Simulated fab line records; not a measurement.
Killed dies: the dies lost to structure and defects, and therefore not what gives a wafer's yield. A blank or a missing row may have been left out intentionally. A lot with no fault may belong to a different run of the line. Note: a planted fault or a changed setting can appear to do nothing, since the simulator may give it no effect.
A struck lot beside a sound one    flow nand_harc    20 steps out of a route of 1302
Sound: these wafers, L124.1, L124.5, L124.6. Struck: wafer L131.6 (L131.2, L131.3, from the same lot, were not struck and are left out); the cause is given at the end.
At each step with rows: each side's tool, then ch and its chambers, then its first start. Under that, the readings that differ: sound wafers    struck wafers    difference of the means    sigmas: that difference in standard deviations of wafers without a fault.
alike: readings whose means differ by less than 2 such deviations, and words and numbers that are the same on both sides. not compared: withheld readings, readings that some wafer has no value for, bounds like >300 that may hide the same value, and numbers for which the record gives no deviation and whose values overlap.
A row with sigmas, a row that says differs or no value, or rows on one side alone: a step with any of these is where the two part. When numbers do not overlap yet have no deviation, they are printed without sigmas and do not part them. Lack of a reading on every wafer of one side parts them only where that side has two or more wafers.

NHARC_A_CHANNEL_HOLE_D1_ETCH_19: etches the open film in C4F8/O2/Ar, time 34.5 s.
  sound on har_etch-02 ch 0,1, day 11 09:56; struck on har_etch-01 ch 0, day 14 18:31
reading                 sound                 struck  difference  sigmas
throttle_valve_pct (%)  37.027 37.044 37.050  37.013  -0.027      -3
  alike: c4f8_flow_sccm, drypump_motor_current_A, he_backside_leak_sccm, o2_flow_sccm, showerhead_plenum_p_Torr
  not compared: rf_hours_counter_h
NHARC_A_CHANNEL_HOLE_D1_ETCH_20: etches the open film in C4F8/O2/Ar, time 361.9 s, target depth 1600 nm.
  sound on har_etch-02 ch 0,1, day 11 10:04; struck on har_etch-01 ch 0, day 14 18:37
  alike: c4f8_flow_sccm, drypump_motor_current_A, he_backside_leak_sccm, o2_flow_sccm, showerhead_plenum_p_Torr, throttle_valve_pct
  not compared: rf_hours_counter_h
then, 3 steps without rows for these wafers: NHARC_A_CHANNEL_HOLE_D1_ETCH_21 (etches the open film in C4F8/O2/Ar, time 514.3 s, target depth 1600 nm); NHARC_A_CHANNEL_HOLE_D1_ETCH_22 (etches the open film in C4F8/O2/Ar, time 666.7 s, target depth 1600 nm); NHARC_A_CHANNEL_HOLE_D1_ETCH_23 (etches the open film in C4F8/O2/Ar, time 819 s, target depth 1600 nm).
NHARC_A_CHANNEL_HOLE_D1_ETCH_24: etches the open film in C4F8/O2/Ar, time 906.2 s, target depth 1500 nm.
  sound on har_etch-02 ch 0,1, day 11 12:10; struck on har_etch-01 ch 0, day 14 20:39
reading                      sound        struck  difference  sigmas
drypump_motor_current_A (A)  6.4 5.9 6.4  5.4     -0.8        -2
  alike: c4f8_flow_sccm, he_backside_leak_sccm, o2_flow_sccm, showerhead_plenum_p_Torr, throttle_valve_pct
  not compared: rf_hours_counter_h
NHARC_A_CHANNEL_HOLE_D1_ETCH_25: etches the open film in C4F8/O2/Ar, time 1040.2 s, target depth 1500 nm.
  sound on har_etch-02 ch 0,1, day 11 12:57; struck on har_etch-01 ch 0, day 14 21:24
reading                      sound                 struck  difference  sigmas
drypump_motor_current_A (A)  6.4 5.9 6.4           5.4     -0.8        -2
throttle_valve_pct (%)       32.236 32.230 32.241  32.207  -0.029      -3
  alike: c4f8_flow_sccm, he_backside_leak_sccm, o2_flow_sccm, showerhead_plenum_p_Torr
  not compared: rf_hours_counter_h
then, 1 step without rows for these wafers: NHARC_A_CHANNEL_HOLE_D1_ETCH_26 (etches the open film in C4F8/O2/Ar, time 224.1 s, target depth 300 nm).
NHARC_A_CHANNEL_HOLE_D1_ETCH_33: etches the open film in C4F8/O2/Ar, time 90 s, target depth 400 nm.
  sound on har_etch-02 ch 0,1, day 11 13:54; struck on har_etch-01 ch 0, day 14 22:29
  alike: c4f8_flow_sccm, drypump_motor_current_A, he_backside_leak_sccm, o2_flow_sccm, showerhead_plenum_p_Torr, throttle_valve_pct
  not compared: rf_hours_counter_h
then, 3 steps without rows for these wafers: NHARC_A_CHANNEL_HOLE_D1_STRIP_41 (strips in N2/H2); NHARC_A_CHANNEL_HOLE_D1_STRIP_42 (strips in CF4/CHF3); NHARC_A_CHANNEL_HOLE_D1_STRIP_43 (strips in O2/COS).
NHARC_A_CHANNEL_HOLE_D1_ETCH_44: etches the open film in CF4/O2, target depth 140 nm, overetch 14 nm, time 77 s.
  sound on rie_diel-01 ch 0,1,3, day 11 14:40; struck on rie_diel-08 ch 0, day 14 23:14
reading                          sound                 struck  difference  sigmas
oes_product_au (a.u.)            1.000 1.008 1.005     0.991   -0.013      -2
rf_vpp_V (V)                     195.7 197.4 196.4     199.9   +3.4        +2
showerhead_plenum_p_Torr (Torr)  1.26 1.25 1.28        1.41    +0.15       +3
throttle_valve_pct (%)           13.399 13.401 13.397  13.378  -0.021      -2
  alike: drypump_motor_current_A, o2_flow_sccm, oes_o_777_au
  not compared: rf_hours_counter_h
then, 3 steps without rows for these wafers: NHARC_A_CHANNEL_HOLE_D1_STRIP_27 (strips in O2); NHARC_A_CHANNEL_HOLE_D1_PRECLEAN_28 (cleans in SC1); NHARC_A_CHANNEL_HOLE_D1_SRD_29.
NHARC_A_CHANNEL_HOLE_D1_CD_MEAS_30:
  sound on cd_sem-02, day 11 15:34; struck on cd_sem-03, day 15 00:02
  alike: cd_nm
then, 1 step without rows for these wafers: NHARC_A_CHANNEL_HOLE_D1_XSEM_31.
NHARC_A_CHANNEL_HOLE_D1_INSPECT_40:
  sound on defect_inspect-02, day 11 15:45; struck on defect_inspect-02, day 15 00:23
reading           sound        struck  difference  sigmas
raw_defect_count  103 100 126  595     +485        +16
  not compared: hold
-- break in the record here, with 16 days between the starts of the struck wafers on either side (left off in module A_CHANNEL_HOLE_D1, picked up again in module END, where the first step shown is number 1302 on the route) --
NHARC_END_SORT_01:
  sound on prober-02 ch 0, day 27 01:10; struck on prober-01 ch 0, day 30 18:57
reading          sound     struck  difference  sigmas
killed_at_array  57 66 38  160     +106        +5
killed_dies      65 75 45  164     +102        +5
killed_short     5 3 4     0       -4          -3
  alike: killed_at_other, killed_at_periphery, killed_open

WHERE THEY PART
First at NHARC_A_CHANNEL_HOLE_D1_ETCH_19; last, within this record, at NHARC_END_SORT_01.

WHY: what had been put in by the simulator
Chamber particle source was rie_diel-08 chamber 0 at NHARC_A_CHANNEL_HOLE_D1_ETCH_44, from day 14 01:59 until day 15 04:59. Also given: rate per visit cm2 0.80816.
